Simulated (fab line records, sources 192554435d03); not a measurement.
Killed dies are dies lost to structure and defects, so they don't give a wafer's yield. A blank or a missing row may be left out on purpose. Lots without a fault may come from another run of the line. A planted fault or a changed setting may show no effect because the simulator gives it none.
fab line records | flow n5_finfet
record lots=5 wafers=14 last_day=18
route steps=1938 shown BEOL_M0_SAQP@683 BEOL_M4@1111 PASSIVATION@1936
lots that met no fault: from a run of the same line without faults
start_h: hours from the record's first day to the start of the lot's first wafer shown | wait_h: hours since the lot's step before | " the same as in the row above | L1.1+2: a row that stands for several wafers | - no value, or no start given | * or withheld: withheld | < > ~ a bound
route shown NAME@n: a module of which the file shows steps, and the number in the route of the first | usual: mean/standard deviation of fault-free wafers | same: alike in all rows | chamber/n: place in a boat | sites: the reading at each site | _std_site: their standard deviation | _edge_site: outer sites' mean less inner sites' | radius_mm: how far each site lies from the wafer's centre | mask NAME#n: copy n | behind: the tool/chamber that last shaped the wafer | hold: why the lot was held/for how many hours/how that ended | device: the transistor (n, p or np) that didn't switch | end of line: the same wafers' tests at the end of the route | a step without rows: its recipe alone | killed: dies lost to structure and defects at the first sort, not the wafer's yield | map: a wafer's dies, x killed, . not, _ none there
set.NAME: the setting as run; set.NAME@STEP: as run at that earlier step | model.NAME: the simulator's own value behind a step, which no gauge read
lots at some steps of the route; a table a step, a row a wafer
services: from which hour (start_h, from the record's first day; less than 0 if before it) a tool's chamber was out of use, for how many hours, and why
## steps
# step N5_BEOL_M0_SAQP_COAT_34
# recipe resist=CAR-EUV spin_rpm=1500 resist_thk_nm=30
# step N5_BEOL_M0_SAQP_EBR_36
# recipe solvent=PGMEA ebr_width_mm=1.5
# step N5_BEOL_M0_SAQP_SOFTBAKE_35
# recipe temp_c=110 time_s=60 resist=CAR-EUV
# step N5_BEOL_M0_SAQP_EXPOSE_37
# recipe mask_id=M0_CUT1 na=0.33 source_shape=annular sigma_inner=0.35 sigma_outer=0.8 polarization=unpolarized target_cd_nm=30 dose_mj=44.75
# step N5_BEOL_M0_SAQP_PEB_38
# recipe peb_temp_c=100 peb_time_s=60 resist=CAR-EUV
# step N5_BEOL_M0_SAQP_DEVELOP_39
# recipe develop_time_s=30 developer=TMAH resist=CAR-EUV rinse_liquid=surfactant_rinse dry=air_spin dev_temp_c=23
# step N5_BEOL_M0_SAQP_CD_MEAS_40
# recipe target_cd_nm=30 landing_energy_ev=500 detector=se_inlens
# usual cd_nm=29.92/0.24
# same landing_energy_ev=500
# columns lot.wafer tool chamber start_h wait_h cd_nm
L667.1 cd_sem-02 0 134.53 - 29.73
L667.4 " 0 " " 29.85
L667.5 " 0 " " 30.29
L673.1 cd_sem-01 0 168.15 - 29.84
L673.2 " 0 " " 29.64
L673.5 " 0 " " 30.09
L677.2 cd_sem-01 0 196.84 - 30.28
L677.6 " 0 " " 29.82
L683.1 cd_sem-02 0 238.07 - 29.61
L683.2 " 0 " " 29.92
L683.4 " 0 " " 29.66
L685.2 cd_sem-02 0 246.68 - 29.85
L685.3 " 0 " " 29.74
L685.6 " 0 " " 30.06
# step N5_BEOL_M0_SAQP_OVL_MEAS_41
# recipe points_per_wafer=522
# usual M0_CUT1_OVL=0.3/0.74
# same points_per_wafer=522
# columns lot.wafer tool chamber start_h wait_h M0_CUT1_OVL[nm]
L667.1 overlay-01 0 134.56 0.0 -1.2
L667.4 " 0 " " -0.9
L667.5 " 0 " " -0.8
L673.1 overlay-01 0 168.18 0.0 0.8
L673.2 " 0 " " 0.1
L673.5 " 0 " " 0.1
L677.2 overlay-01 0 196.88 0.0 0.6
L677.6 " 0 " " 0.4
L683.1 overlay-02 0 238.10 0.0 0.0
L683.2 " 0 " " -1.0
L683.4 " 0 " " 0.3
L685.2 overlay-02 0 246.71 0.0 1.6
L685.3 " 0 " " 1.1
L685.6 " 0 " " 1.3
# step N5_BEOL_M0_SAQP_INSPECT_42
# recipe mode=adi inspect_instrument=brightfield
# usual raw_defect_count=302/76
# columns lot.wafer tool chamber start_h wait_h raw_defect_count
L667.1 defect_inspect-02 - 134.62 0.1 370
L667.4 " - " " 289
L667.5 " - " " 290
L673.1 defect_inspect-02 - 168.24 0.1 348
L673.2 " - " " 421
L673.5 " - " " 363
L677.2 defect_inspect-01 - 196.93 0.0 287
L677.6 " - " " 198
L683.1 defect_inspect-02 - 238.16 0.1 193
L683.2 " - " " 223
L683.4 " - " " 226
L685.2 defect_inspect-01 - 246.77 0.0 267
L685.3 " - " " 227
L685.6 " - " " 278
# step N5_BEOL_M0_SAQP_DESCUM_45
# recipe chemistry=O2 time_s=7 source_power_w=50 bias_power_w=20 pressure_mtorr=20 rf_frequency_hz=2.712e+07 temp_c=40 resist=CAR-EUV o2_flow_sccm=225
# usual drypump_motor_current_A=5.7/0.55 o2_flow_sccm=225.0/0.67 oes_product_au=0.79/0.09 rf_vpp_V=243.2/1.3 showerhead_plenum_p_Torr=2.10/0.065 throttle_valve_pct=20.41/0.25
# columns lot.wafer tool chamber start_h wait_h drypump_motor_current_A o2_flow_sccm oes_product_au rf_hours_counter_h rf_vpp_V showerhead_plenum_p_Torr throttle_valve_pct
L667.1 rie_diel-03 0 134.65 0.0 6.5 224.9 0.67 235 243.3 2.16 20.37
L667.4 " 2 " " 6.6 224.9 0.68 223 241.8 2.08 20.67
L667.5 " 0 " " 6.5 223.3 0.67 - 244.0 2.16 20.36
L673.1 rie_diel-06 1 168.28 0.0 5.1 225.4 0.72 211 242.2 2.08 20.48
L673.2 " 2 " " 5.0 225.2 0.91 29 243.8 2.05 19.97
L673.5 " 3 " " 5.7 225.0 0.79 - 246.0 2.20 20.30
L677.2 rie_diel-06 2 196.96 0.0 4.9 224.9 0.90 36 241.0 2.05 19.97
L677.6 " 2 " " 5.0 224.4 0.90 - 242.9 2.05 19.98
L683.1 rie_diel-01 1 238.31 0.2 4.8 225.8 0.70 212 243.7 2.14 20.34
L683.2 " 0 " " 5.2 226.3 0.75 169 243.3 2.09 20.80
L683.4 " 2 " " 6.0 225.0 0.78 105 242.7 2.09 20.31
L685.2 rie_diel-03 3 246.97 0.2 5.4 225.5 0.68 232 244.3 2.18 20.77
L685.3 " 0 " " 6.5 224.7 0.95 15 244.3 2.15 20.08
L685.6 " 1 " " 5.7 224.0 0.87 - 243.2 2.13 20.24
# step N5_BEOL_M0_SAQP_ETCH_88
# recipe chemistry=N2/H2 target=underlayer target_depth_a=65 time_s=5.2 ion_energy_ev=200 mask_material=CAR-EUV pressure_mtorr=30 source_w=840 bias_w=150 n2_flow_sccm=200 h2_flow_sccm=200 ends=cleared
# usual drypump_motor_current_A=5.7/0.55 etch_rf_on_time_s=5.21/0.14 n2_flow_sccm=200.0/0.59 oes_product_au=0.67/0.075 rf_vpp_V=523.9/2.6 showerhead_plenum_p_Torr=2.54/0.081 throttle_valve_pct=17.81/0.22
# columns lot.wafer tool chamber start_h wait_h drypump_motor_current_A etch_rf_on_time_s n2_flow_sccm oes_product_au rf_hours_counter_h rf_vpp_V showerhead_plenum_p_Torr throttle_valve_pct
L667.1 rie_diel-03 0 134.68 0.0 6.5 5.27 200.5 0.57 235 524.3 2.63 17.95
L667.4 " 2 " " 6.6 5.26 199.9 0.59 223 523.2 2.50 17.93
L667.5 " 0 " " 6.5 5.28 200.2 0.57 - 524.8 2.63 17.95
L673.1 rie_diel-06 1 168.31 0.0 5.1 5.24 200.0 0.62 211 525.0 2.50 17.72
L673.2 " 2 " " 5.0 5.18 200.5 0.77 29 520.3 2.49 17.41
L673.5 " 3 " " 5.7 5.07 200.7 0.69 - 525.1 2.66 17.70
L677.2 rie_diel-06 2 197.00 0.0 5.0 5.23 200.4 0.76 36 520.7 2.49 17.46
L677.6 " 2 " " 5.0 5.23 200.8 0.75 - 518.7 2.49 17.43
L683.1 rie_diel-01 1 238.35 0.0 4.8 5.32 199.6 0.59 212 525.9 2.62 17.85
L683.2 " 0 " " 5.2 5.02 200.1 0.65 169 522.5 2.53 18.14
L683.4 " 2 " " 6.0 5.05 200.0 0.66 105 522.7 2.55 17.85
L685.2 rie_diel-03 3 247.01 0.0 5.4 5.17 200.0 0.59 232 525.6 2.62 18.13
L685.3 " 0 " " 6.5 5.15 199.4 0.79 15 525.0 2.61 17.63
L685.6 " 1 " " 5.7 5.41 199.9 0.74 - 526.5 2.59 17.68
# step N5_BEOL_M0_SAQP_ETCH_73
# recipe chemistry=CF4 target=SiARC target_depth_a=195 mask_material=CAR-EUV time_s=32.5 ion_energy_ev=80 pressure_mtorr=40 source_w=545 bias_w=36 Ar_flow_sccm=100 cf4_flow_sccm=100 ends=cleared
# usual drypump_motor_current_A=5.6/0.55 etch_rf_on_time_s=32.6/0.78 oes_product_au=0.68/0.074 rf_vpp_V=184.1/1.1 showerhead_plenum_p_Torr=2.14/0.064 throttle_valve_pct=15.59/0.26
# columns lot.wafer tool chamber start_h wait_h drypump_motor_current_A etch_rf_on_time_s oes_product_au rf_hours_counter_h rf_vpp_V showerhead_plenum_p_Torr throttle_valve_pct
L667.1 rie_diel-03 0 134.70 0.0 6.5 32.9 0.58 235 183.9 2.19 15.53
L667.4 " 2 " " 6.6 32.5 0.59 223 184.3 2.12 15.90
L667.5 " 0 " " 6.5 32.5 0.58 - 184.7 2.19 15.52
L673.1 rie_diel-06 1 168.33 0.0 5.0 32.6 0.63 211 184.5 2.12 15.68
L673.2 " 2 " " 4.9 32.4 0.78 29 182.3 2.09 15.07
L673.5 " 3 " " 5.7 32.8 0.68 - 184.9 2.24 15.56
L677.2 rie_diel-06 2 197.01 0.0 4.9 32.6 0.76 37 185.5 2.09 15.08
L677.6 " 2 " " 4.9 32.4 0.77 - 182.1 2.09 15.08
L683.1 rie_diel-01 1 238.36 0.0 4.9 32.7 0.59 212 184.3 2.20 15.65
L683.2 " 0 " " 5.2 31.3 0.65 169 184.0 2.14 15.95
L683.4 " 2 " " 6.0 31.3 0.68 105 183.8 2.17 15.69
L685.2 rie_diel-03 3 247.02 0.0 5.4 32.2 0.59 232 183.6 2.19 15.89
L685.3 " 0 " " 6.5 32.5 0.81 15 186.2 2.18 15.08
L685.6 " 1 " " 5.7 33.3 0.74 - 184.4 2.17 15.35
# step N5_BEOL_M0_SAQP_CUT_ETCH_46
# recipe chemistry=N2/H2 target=SOC target_depth_a=1350 overetch_a=270 temp_c=40 time_s=202.5 ion_energy_ev=200 mask_material=SiARC pressure_mtorr=30 source_w=840 bias_w=150 n2_flow_sccm=200 h2_flow_sccm=200
# usual drypump_motor_current_A=5.7/0.55 n2_flow_sccm=200.1/0.59 rf_vpp_V=524.1/2.5 showerhead_plenum_p_Torr=2.54/0.081 throttle_valve_pct=17.77/0.22
# columns lot.wafer tool chamber start_h wait_h drypump_motor_current_A n2_flow_sccm rf_hours_counter_h rf_vpp_V showerhead_plenum_p_Torr throttle_valve_pct model.SiARC_of_BEOL_M0_SAQP_COAT_72.thk_nm model.BEOL_M0_SAQP.cd_nm
L667.1 rie_diel-03 0 134.73 0.0 6.5 199.9 236 525.9 2.63 17.89 4.8 29.8
L667.4 " 2 " " 6.6 201.3 223 523.7 2.50 17.87 4.8 29.8
L667.5 " 0 " " 6.5 200.3 - 525.7 2.63 17.93 4.8 30
L673.1 rie_diel-06 1 168.36 0.0 5.0 200.4 211 522.3 2.50 17.71 5.4 29.8
L673.2 " 2 " " 5.0 199.9 29 521.9 2.49 17.37 4.8 30
L673.5 " 3 " " 5.8 200.9 - 527.1 2.66 17.64 4.6 29.4
L677.2 rie_diel-06 2 197.05 0.0 5.0 200.9 37 522.4 2.49 17.39 4.8 30.2
L677.6 " 2 " " 5.0 200.3 - 522.9 2.49 17.40 9.4 28.8
L683.1 rie_diel-01 1 238.40 0.0 4.8 200.2 213 526.9 2.62 17.82 5.4 29.2
L683.2 " 0 " " 5.2 200.3 169 524.0 2.53 18.10 4.8 30
L683.4 " 2 " " 6.0 200.0 106 524.8 2.55 17.79 4.6 29.8
L685.2 rie_diel-03 3 247.06 0.0 5.4 200.9 232 526.8 2.62 18.06 5 29.8
L685.3 " 0 " " 6.5 200.0 15 526.5 2.61 17.58 4.6 30
L685.6 " 1 " " 5.7 200.4 - 524.3 2.59 17.65 5.4 29.6
# step N5_BEOL_M0_SAQP_STRIP_74
# recipe chemistry=N2/H2 temp_c=40 n2_flow_sccm=200 h2_flow_sccm=200 rf_frequency_hz=6e+07
# step N5_BEOL_M0_SAQP_STRIP_89
# recipe chemistry=N2/H2 temp_c=40 n2_flow_sccm=200 h2_flow_sccm=200 rf_frequency_hz=6e+07
# step N5_BEOL_M0_SAQP_ALD_48
# recipe material=SiO2 target_thk_a=200 temp_c=100 ald_precursor_family=BDEAS ald_co_reactant=O2-plasma pulse_time_s=1 co_reactant_pulse_time_s=1 purge_time_s=2 co_reactant_purge_time_s=2 ald_cycles=139 pressure_torr=2
# usual heater_power_w=75/8 precursor_pulse_height_rel=1.001/0.019 susceptor_temp_C=100.01/0.13
# columns lot.wafer tool chamber start_h wait_h heater_power_w precursor_pulse_height_rel susceptor_temp_C
L667.1 ald_sin-03 3 134.96 0.1 70 0.989 99.87
L667.4 " 2 " " 84 0.978 100.13
L667.5 " 0 " " 90 1.018 100.19
L673.1 ald_sin-04 3 168.56 0.0 75 1.024 99.92
L673.2 " 0 " " 60 1.002 100.01
L673.5 " 3 " " 73 0.970 100.00
L677.2 ald_sin-04 0 197.41 0.2 60 1.015 100.16
L677.6 " 3 " " 74 1.006 100.05
L683.1 ald_sin-01 1 238.60 0.0 78 0.993 99.92
L683.2 " 3 " " 83 1.006 99.76
L683.4 " 2 " " 83 1.002 100.03
L685.2 ald_sin-04 0 247.37 0.1 58 0.997 99.96
L685.3 " 2 " " 72 1.010 100.13
L685.6 " 2 " " 70 1.008 100.17
# step N5_BEOL_M0_SAQP_ETCH_49
# recipe chemistry=CF4/O2 target_depth_a=370 target=SiO2 pressure_mtorr=40 source_w=535 bias_w=49 Ar_flow_sccm=100 cf4_flow_sccm=100 O2_flow_sccm=10 ion_energy_ev=100
# usual drypump_motor_current_A=5.7/0.58 oes_product_au=0.78/0.092 rf_vpp_V=240/5.3 showerhead_plenum_p_Torr=2.22/0.058 throttle_valve_pct=15.86/0.25
# columns lot.wafer tool chamber start_h wait_h drypump_motor_current_A oes_product_au rf_hours_counter_h rf_vpp_V showerhead_plenum_p_Torr throttle_valve_pct model.BEOL_M0_SAQP.cd_nm
L667.1 rie_diel-03 2 135.49 0.3 6.6 0.68 223 242 2.19 16.13 29.8
L667.4 " 1 " " 5.7 0.96 7 239 2.25 15.51 29.8
L667.5 " 3 " " 5.4 0.72 - 237 2.27 16.04 30
L673.1 rie_diel-03 2 169.12 0.3 6.6 0.68 234 243 2.18 16.16 29.6
L673.2 " 3 " " 5.4 0.71 204 237 2.27 16.06 30
L673.5 " 3 " " 5.4 0.71 - 238 2.27 16.05 29.6
L677.2 rie_diel-03 2 197.93 0.3 6.6 0.67 244 243 2.18 16.17 30
L677.6 " 1 " " 5.7 0.91 - 238 2.24 15.55 29
L683.1 rie_diel-03 2 239.12 0.3 6.6 0.97 0 242 2.18 15.70 29
L683.2 " 0 " " 6.5 0.95 13 248 2.24 15.36 30
L683.4 " 1 " " 5.7 0.88 43 238 2.24 15.60 30
L685.2 rie_diel-03 0 247.96 0.3 6.5 0.96 16 248 2.24 15.35 29.8
L685.3 " 3 " " 5.4 0.69 233 238 2.26 16.12 30
L685.6 " 0 " " 6.5 0.96 - 247 2.24 15.37 29.8
# step N5_BEOL_M0_SAQP_STRIP_75
# recipe chemistry=CF4 resist=SiARC power_w=300 bias_power_w=75 pressure_mtorr=50 cf4_flow_sccm=150 rf_frequency_hz=6e+07
# usual drypump_motor_current_A=5.7/0.57 oes_product_au=0.180/0.02 rf_vpp_V=271.3/1.4 showerhead_plenum_p_Torr=1.80/0.048 throttle_valve_pct=13.60/0.27
# columns lot.wafer tool chamber start_h wait_h drypump_motor_current_A oes_product_au rf_hours_counter_h rf_vpp_V showerhead_plenum_p_Torr throttle_valve_pct
L667.1 rie_diel-03 2 135.59 0.1 6.6 0.163 223 271.8 1.78 13.89
L667.4 " 1 " " 5.7 0.219 7 271.3 1.83 13.22
L667.5 " 3 " " 5.4 0.161 - 271.9 1.85 13.80
L673.1 rie_diel-03 2 169.22 0.1 6.6 0.161 234 270.1 1.78 13.91
L673.2 " 3 " " 5.4 0.166 204 272.5 1.85 13.84
L673.5 " 3 " " 5.4 0.161 - 272.8 1.85 13.83
L677.2 rie_diel-03 2 198.03 0.1 6.6 0.155 244 269.6 1.77 13.94
L677.6 " 1 " " 5.7 0.204 - 270.0 1.82 13.27
L683.1 rie_diel-03 2 239.22 0.1 6.6 0.220 0 271.0 1.77 13.38
L683.2 " 0 " " 6.5 0.226 13 273.8 1.82 13.05
L683.4 " 1 " " 5.7 0.205 43 272.4 1.82 13.31
L685.2 rie_diel-03 0 248.06 0.1 6.5 0.216 16 272.5 1.82 13.07
L685.3 " 3 " " 5.4 0.157 233 271.4 1.84 13.90
L685.6 " 0 " " 6.5 0.211 - 272.0 1.82 13.07
# step N5_BEOL_M4_RC_MEAS_101
# usual DIBL_N=36.2/1.6 DIBL_P=36.5/1.9 IOFF_N=0.158/0.027 IOFF_P=0.21/0.038 ION_N=675/12 ION_P=464/8.9 SS_N=71.5/0.61 SS_P=73.4/0.59 VT_N=250.4/3 VT_P=-250/3.6
# columns lot.wafer tool chamber start_h wait_h DIBL_N[mV/V] DIBL_P[mV/V] IOFF_N[nA/um] IOFF_P[nA/um] ION_N[uA/um] ION_P[uA/um] SS_N[mV/dec] SS_P[mV/dec] VT_N[mV] VT_P[mV]
L667.1 prober-02 0 185.89 0.0 33.6 32.2 0.115 0.14 648 443 71.4 72.3 255.8 -256
L667.4 " 0 " " 34.8 34.9 0.135 0.18 660 455 71.9 72.5 251.2 -254
L667.5 " 0 " " 33.9 33.5 0.119 0.16 656 445 71.4 72.9 254.5 -256
L673.1 prober-01 0 217.14 0.0 35.5 36.4 0.158 0.21 680 466 71.2 73.9 246.9 -249
L673.2 " 0 " " 35.6 35.0 0.150 0.19 670 462 71.5 73.3 250.5 -250
L673.5 " 0 " " 34.7 35.9 0.143 0.20 681 469 71.5 73.5 249.4 -252
L677.2 prober-01 0 255.40 0.2 38.5 39.4 0.208 0.28 680 473 72.2 74.3 245.6 -246
L677.6 " 0 " " 38.3 40.2 0.207 0.32 690 483 71.5 74.5 246.2 -244
L683.1 prober-02 0 307.55 0.0 37.6 35.6 0.169 0.23 663 456 72.5 73.1 251.5 -248
L683.2 " 0 " " 36.5 35.5 0.159 0.23 674 470 72.1 73.5 249.0 -246
L683.4 " 0 " " 37.8 36.5 0.174 0.24 675 461 72.2 73.8 248.9 -249
L685.2 prober-02 0 320.73 0.2 32.1 32.0 0.105 0.19 649 463 69.8 72.3 255.3 -249
L685.3 " 0 " " 34.7 35.8 0.149 0.24 675 474 71.5 73.7 248.6 -242
L685.6 " 0 " " 35.4 36.2 0.154 0.25 672 472 72.1 73.5 249.7 -245
# step N5_PASSIVATION_PROBE_49
# usual defect_limited_yield=91.3/1.7 killed_at_M0_to_M3=33/11 killed_at_M4_up=14/5.5 killed_at_contacts=13/6.5 killed_at_front_end=39/13 killed_at_other=3.4/2.9 killed_dies=103/20 killed_open=69/15 killed_short=32/8.1 sort_bin_5_function=5.1/1.1 sort_bin_6_memory=3.3/0.74 sort_n_pass=1077/20 sort_yield_pct=91.3/1.7
# same gross_dies=1180 killed_at_back_side=0 sort_bin_4_leakage[%]=0 sort_bin_8_speed[%]=0
# columns lot.wafer tool chamber start_h wait_h defect_limited_yield[%] killed_at_M0_to_M3 killed_at_M4_up killed_at_contacts killed_at_front_end killed_at_other killed_dies killed_open killed_short sort_bin_5_function[%] sort_bin_6_memory[%] sort_n_pass sort_yield_pct[%]
L677.6 prober-01 - 362.53 0.3 91.4 36 13 7 43 2 101 67 18 6.2 2.4 1079 91.4
L683.1 prober-02 - 423.87 0.4 92.3 29 23 9 28 2 91 63 28 4.5 3.2 1089 92.3
L683.2 prober-02 - 423.92 0.4 92.1 27 16 9 37 4 93 58 34 5.3 2.4 1087 92.1
L683.4 prober-02 - 424.02 0.5 91.3 23 25 10 43 2 103 71 29 4.6 3.6 1077 91.3
L685.2 prober-02 - 438.34 0.1 93.2 38 10 8 22 2 80 59 19 4.3 2.3 1100 93.2
L685.3 prober-02 - 438.39 0.1 91.9 32 18 7 37 2 96 74 18 4.4 3.1 1084 91.9
L685.6 prober-02 - 438.54 0.3 89.8 38 22 15 37 8 120 72 40 5.1 4.2 1060 89.8
# killed by level:class
L677.6 BEOL_M0_SAQP:area_etch=15 STI_FIN_REVEAL:geometric_particle:open=11 FIN_SAQP:geometric_particle:open=10 BEOL_M1:geometric_particle:open=9 FIN_SAQP:geometric_particle:short=7 MOL_CONTACT_COAG:geometric_particle:open=6 BEOL_M9:geometric_particle:open=4 STARTING-WAFER:geometric_particle:open=4
L683.1 BEOL_M4:geometric_particle:open=11 BEOL_M0_SAQP:geometric_particle:open=10 MOL_CONTACT_COAG:geometric_particle:open=8 BEOL_M0_SAQP:geometric_particle:short=8 FIN_SAQP:geometric_particle:short=6 FIN_SAQP:geometric_particle:open=6 STI_FIN_REVEAL:geometric_particle:open=6 GATE_CUT:geometric_particle:short=4
L683.2 BEOL_M1:geometric_particle:open=11 FIN_SAQP:geometric_particle:open=8 BEOL_M4:geometric_particle:open=8 FIN_SAQP:geometric_particle:short=7 GATE_CUT:geometric_particle:short=5 MOL_CONTACT_COAG:geometric_particle:open=5 BEOL_M2:geometric_particle:open=5 STI_FIN_REVEAL:geometric_particle:open=4
L683.4 FIN_SAQP:geometric_particle:open=11 BEOL_M4:geometric_particle:open=8 MOL_CONTACT_COAG:geometric_particle:open=7 STI_FIN_REVEAL:geometric_particle:open=6 GATE_CUT:geometric_particle:open=6 BEOL_M0_SAQP:geometric_particle:open=6 BEOL_M1:geometric_particle:open=6 BEOL_M2:geometric_particle:open=5
L685.2 FIN_SAQP:geometric_particle:open=9 BEOL_M3:geometric_particle:open=9 BEOL_M0_SAQP:geometric_particle:short=8 BEOL_M1:geometric_particle:open=7 MOL_CONTACT_COAG:geometric_particle:open=6 BEOL_M4:geometric_particle:open=6 STI_FIN_REVEAL:geometric_particle:open=4 BEOL_M2:geometric_particle:open=4
L685.3 BEOL_M4:geometric_particle:open=15 BEOL_M0_SAQP:geometric_particle:open=12 FIN_SAQP:geometric_particle:open=8 BEOL_M3:geometric_particle:open=8 MOL_CONTACT_COAG:geometric_particle:open=7 GATE_CUT:geometric_particle:open=6 DUMMY_GATE:geometric_particle:open=5 BEOL_M0_SAQP:geometric_particle:short=4
L685.6 MOL_CONTACT_COAG:geometric_particle:open=12 FIN_SAQP:geometric_particle:open=7 GATE_CUT:geometric_particle:short=7 BEOL_M0_SAQP:geometric_particle:open=6 BEOL_M4:geometric_particle:open=6 HKMG_FIN:area_etch=6 DUMMY_GATE:geometric_particle:open=5 BEOL_M2:geometric_particle:short=5
## services
# columns tool chamber start_h hours kind
ald_sin-04 - 112.99 6.1 pm
rie_diel-03 - 116.21 0.6 repair
rie_diel-03 - 123.78 2.8 pm
rie_diel-06 0 160.21 2.8 repair
ald_sin-01 - 178.05 14.0 pm
ald_sin-01 0 178.05 14.0 vent_cycle
ald_sin-01 1 178.05 14.0 vent_cycle
ald_sin-01 2 178.05 14.0 vent_cycle
ald_sin-01 3 178.05 14.0 vent_cycle
rie_diel-03 0 178.59 - clean
rie_diel-03 0 178.59 - consumable_replace:focus_ring
rie_diel-03 0 178.59 26.3 scheduled_down
rie_diel-03 0 178.59 26.3 vent_cycle
ald_sin-01 0 192.05 - clean
ald_sin-04 - 210.37 2.8 pm
rie_diel-06 0 213.00 3.4 repair
rie_diel-03 2 217.30 - clean
rie_diel-03 2 217.30 - consumable_replace:focus_ring
rie_diel-03 2 217.30 20.1 scheduled_down
rie_diel-03 2 217.30 20.1 vent_cycle
ald_sin-04 - 219.39 0.8 repair
rie_diel-01 1 226.18 3.6 repair
ald_sin-01 2 226.88 7.2 repair
rie_diel-01 0 241.59 12.8 repair
## key
first_sign none at tools or gauges
model_effect step=N5_BEOL_M0_SAQP_CUT_ETCH_46 value=SiARC_of_BEOL_M0_SAQP_COAT_72.thk_nm without=4.8 struck=9.4
model_effect step=N5_BEOL_M0_SAQP_ETCH_49 value=BEOL_M0_SAQP.cd_nm without=30.6 struck=29
met_at N5_BEOL_M0_SAQP_CUT_ETCH_46
struck_wafers L677.6
onset_between 168.36 197.05
fault kind=process_parameter_drift tool=rie_diel-06 chamber=- onset_h=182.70 steps=N5_BEOL_M0_SAQP_CUT_ETCH_46 channel=time_s offset=* shape=step end_h=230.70 scope=struck_wafers_only acts_in=* stated=*
